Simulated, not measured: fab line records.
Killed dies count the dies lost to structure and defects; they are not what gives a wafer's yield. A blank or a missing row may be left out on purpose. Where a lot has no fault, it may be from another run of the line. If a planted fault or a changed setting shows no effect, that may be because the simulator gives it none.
Code-filled problem report in 8D (eight disciplines) form    flow nand-harc    the parts of the form that need people (team, actions taken, sign-off) are left out

1. PROBLEM STATEMENT
At NHARC_END_SORT_01, killed-at-array averages 124 over 2 wafers from 2 lots, while fault-free wafers read 25, standard deviation 9.2. That puts it +11 standard deviations away from the usual mean.
First seen on wafer L485.3, day 20 23:43, on prober-02. The record has a number at this step for 6 wafers belonging to 2 lots. Rule for "out", or "out of limits": more than 4 standard deviations from the usual mean. All remaining wafers that have a number are taken as sound.

2. WHAT IT IS; WHAT IT IS NOT
question                     is                            is not
which readings at this step  killed-at-array, killed-dies  killed-at-other, killed-at-periphery, killed-open, killed-short
which lots                   L485, L486                    -
which wafers of those lots   L485.3, L486.4                L485.1, L485.4, L486.2, L486.3
read on which gauges         prober-02                     -
when                         from day 20 23:43             up to then (1 sound wafer); but 3 sound wafers of L485, L486 came after

3. WHAT RULES OUT EACH SUSPECT
Counting: a tool at a process step up to the reading stays a suspect if it ran every lot that is out. Sound lots after the first of them don't rule it out here, since some wafers of a struck lot are sound.
- the gauge at NHARC_END_SORT_01: kept. All the wafers that are out were read on prober-02, and no step on other tools shows them out.
- har-cap-etch-03 at NHARC_A_CONTACT_ETCH_124 (etches the open film in C4F8/O2/Ar, time 140 s, target depth 700 nm): kept. It ran every lot that is out, first L485 (day 18 12:38).
- cmp-01 at NHARC_THIN_TSV_CMP_01 (polishes): kept. It ran every lot that is out, first L485 (day 20 04:36).
- rie-metal-03 at NHARC_THIN_TSV_ETCH_36 (etches the open film in Cl2/BCl3, target depth 65 nm, time 18.571 s): kept. It ran every lot that is out, first L485 (day 20 12:25).
- Within har-cap-etch-03 at NHARC_A_CONTACT_ETCH_124: the wafers that are out ran in chamber 0; their sound lot-mates ran in chamber 1.
- Within cmp-01 at NHARC_THIN_TSV_CMP_01: the wafers that are out ran in chambers 1, 2; their sound lot-mates ran in chambers 0, 3.
Left after counting: har-cap-etch-03 at NHARC_A_CONTACT_ETCH_124, cmp-01 at NHARC_THIN_TSV_CMP_01, rie-metal-03 at NHARC_THIN_TSV_ETCH_36, prober-02 at NHARC_END_SORT_01.

4. THE CAUSE (what the simulator had put in)
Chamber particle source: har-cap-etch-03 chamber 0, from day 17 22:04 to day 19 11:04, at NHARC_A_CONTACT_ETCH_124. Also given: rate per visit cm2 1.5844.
Of the 4 suspects that counting leaves, this tool is one.

5. SEQUENCE OF EFFECTS, ordered by route
Each row: a reading where the mean over the struck wafers with a number is more than 3 standard deviations away from the usual. Readings are gone through only where the record gives a usual standard deviation; hours: the median, over the lots, of the time from a lot's start at the first step in this table giving one to that lot's start at this step; sigmas: the change measured in usual standard deviations.
hours  step               reading          usual  on struck wafers  change  sigmas
0      NHARC_END_SORT_01  killed-at-array  25     124               +100    +11
0      NHARC_END_SORT_01  killed-dies      29     128               +98     +10

6. HOW IT WOULD HAVE BEEN CAUGHT EARLIER
74 hours passed between the start of the fault at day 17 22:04 and the first reading out of limits at a measuring or inspecting step in this record, taken at day 20 23:43.
An alarm limit of 4 standard deviations would not have fired on the tool readings at NHARC_A_CONTACT_ETCH_124 for which the record gives a usual standard deviation, since none of them was out on any struck wafer.
All the lots that are out (2) had begun NHARC_A_CONTACT_ETCH_124 on har-cap-etch-03 by day 20 23:43. Tool hold at that time: it would have spared none of them.
